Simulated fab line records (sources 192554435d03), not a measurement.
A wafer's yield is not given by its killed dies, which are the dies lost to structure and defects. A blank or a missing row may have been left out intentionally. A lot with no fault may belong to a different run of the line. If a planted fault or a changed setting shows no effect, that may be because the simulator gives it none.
Lot-split experiment ; flow n5 finfet ; 39 wafers read from 7 lots, route of 1938 steps

ON THE SPLIT
At N5_GATE_CUT_HM_DEP_46 (deposits SiO2 from TEOS/O2, target thk 130 nm, time 26.6 s), the setting time s was moved away from the recipe's 26.6 s on 12 of the 39 wafers read, by -4.6% to +15.3%. For the rest of the wafers, this setting stayed at what the recipe calls for.

FROM THE SPLIT TO THE READING: what the file shows between them, 9 steps
- N5_GATE_CUT_COAT_34: time 60 s, resist thk 60 nm
- N5_GATE_CUT_COAT_35: time 60 s, resist thk 10 nm
- N5_GATE_CUT_STRIP_38: strips in N2/H2
- N5_GATE_CUT_STRIP_39: strips in N2/H2
- N5_GATE_CUT_HM_OPEN_40: chemistry C4F6/O2, target SiO2, target depth 139 nm, time 85.1 s
- N5_GATE_CUT_STRIP_41: strips in CF4
- N5_GATE_CUT_STRIP_42: strips in O2
- N5_GATE_CUT_ALD_22: deposits SiNx, target thk 16 nm, pulse time 1 s, ald cycles 320
- N5_GATE_CUT_CMP_23: polishes, stops on SiO2, t overpolish 23.4 s, target thk 16 nm

THE READING
GC_FILL_THK in nanometres, read at N5_GATE_CUT_THK_MEAS_24. A value of 219.9 nm with a standard deviation of 1.7 nm is what fault-free wafers of this fab line usually give.

wafer;tool, chamber at the split;time s as run, s;against the recipe;GC_FILL_THK, nm;against lot-mates on the recipe
L077.1;pecvd-04, 0;26.6;recipe;220.2;-
L077.2;pecvd-04, 1;30.4;+14.3%;238.4;+17.9
L077.3;pecvd-04, 2;30.4;+14.3%;238.0;+17.5
L077.4;pecvd-04, 1;26.6;recipe;220.9;-
L077.5;pecvd-04, 0;30.4;+14.3%;239.2;+18.7
L077.6;pecvd-04, 2;26.6;recipe;220.5;-
L078.1;pecvd-01, 1;30.68;+15.3%;237.9;+16.7
L078.2;pecvd-01, 2;26.6;recipe;219.0;-
L078.3;pecvd-01, 0;26.6;recipe;222.3;-
L078.4;pecvd-01, 2;30.68;+15.3%;242.1;+20.9
L078.5;pecvd-01, 0;30.68;+15.3%;241.2;+20.0
L078.6;pecvd-01, 1;26.6;recipe;222.2;-
L082.1;pecvd-04, 0;26.6;recipe;219.7;-
L082.2;pecvd-04, 2;26.6;recipe;219.2;-
L082.3;pecvd-04, 1;26.6;recipe;217.2;-
L082.4;pecvd-04, 2;26.6;recipe;220.4;-
L082.5;pecvd-04, 0;26.6;recipe;220.6;-
L082.6;pecvd-04, 1;26.6;recipe;221.8;-
L086.1;pecvd-01, 2;26.6;recipe;219.7;-
L086.2;pecvd-01, 0;25.38;-4.6%;213.3;-7.9
L086.3;pecvd-01, 1;25.38;-4.6%;212.0;-9.2
L086.4;pecvd-01, 0;26.6;recipe;221.6;-
L086.5;pecvd-01, 2;25.38;-4.6%;216.6;-4.6
L086.6;pecvd-01, 1;26.6;recipe;222.2;-
L088.1;pecvd-02, 1;26.6;recipe;220.9;-
L088.2;pecvd-02, 0;26.6;recipe;217.8;-
L088.3;pecvd-02, 2;28.17;+5.9%;229.5;+8.9
L088.4;pecvd-02, 1;26.6;recipe;223.0;-
L088.5;pecvd-02, 2;28.17;+5.9%;230.9;+10.3
L088.6;pecvd-02, 0;28.17;+5.9%;228.6;+8.0
L090.1;pecvd-02, 2;26.6;recipe;222.2;-
L090.2;pecvd-02, 1,0;26.6;recipe;220.4;-
L090.3;pecvd-02, 1,0;26.6;recipe;221.1;-
L090.4;pecvd-02, 1;26.6;recipe;224.1;-
L090.5;pecvd-02, 0;26.6;recipe;223.3;-
L090.6;pecvd-02, 2;26.6;recipe;225.3;-
L093.1;pecvd-02, 1;26.6;recipe;219.6;-
L093.4;pecvd-02, 2;26.6;recipe;218.9;-
L093.6;pecvd-02, 1;26.6;recipe;219.0;-
Rows listing several chambers each stand for several wafers; the file does not say which wafer went through which chamber.

FIT RESULTS
A straight line over all 39 wafers: GC_FILL_THK changes by +1.29 nm for each +1% of time s; r = +0.97; the points scatter about the line by 1.8 nm.
The same after taking each lot's own level away (the mean of its wafers on the recipe; 39 wafers): +1.29 nm for each +1%; r = +0.98; scatter 1.6 nm.
That fit puts the effect of the largest move of time s on the reading at 20 nm.
Across the lots, their own levels run from 219.17 to 222.73 nm, a range of 2.1 times the standard deviation given above.
So the lot-to-lot level changes the slope little: the two slopes agree.
Check: for one of the wafers moved furthest among these (+15.3%), held out of the fit, the line's prediction against its lot-mates is +20.4 nm. Against them it came out at +16.7 nm.

THE WHOLE CHAIN: every reading that the file lists as answering this split, in the file's order
step;what it does;reading;change (the file's fit);r (the file's)
N5_GATE_CUT_HM_DEP_46;deposits SiO2 from TEOS/O2, target thk 130 nm, time 26.6 s;SiO2_of_GATE_CUT_HM_DEP_46.thk nm (the simulator's own value, which no gauge read);+1.27 nm for each +1% of the setting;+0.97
N5_GATE_CUT_HM_OPEN_40;chemistry C4F6/O2, target SiO2, target depth 139 nm, time 85.1 s;etch rf on time s;withheld for each +1% of the setting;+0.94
N5_GATE_CUT_HM_OPEN_40;chemistry C4F6/O2, target SiO2, target depth 139 nm, time 85.1 s;etch.depth nm (the simulator's own value, which no gauge read);+1.27 nm for each +1% of the setting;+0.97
N5_GATE_CUT_HM_OPEN_40;chemistry C4F6/O2, target SiO2, target depth 139 nm, time 85.1 s;SOC_of_GATE_CUT_COAT_34.thk nm (the simulator's own value, which no gauge read);-0.271 nm for each +1% of the setting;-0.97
N5_GATE_CUT_THK_MEAS_24;;GC_FILL_THK;+1.29 for each +1% of the setting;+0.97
N5_GATE_CUT_CMP_43;polishes SiO2;SiO2_of_GATE_CUT_HM_DEP_46.thk nm (the simulator's own value, which no gauge read);+0.0618 nm for each +1% of the setting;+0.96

FILE'S OWN FIT
GC_FILL_THK changes by +1.29 nm for each +1% of time s, r = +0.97.
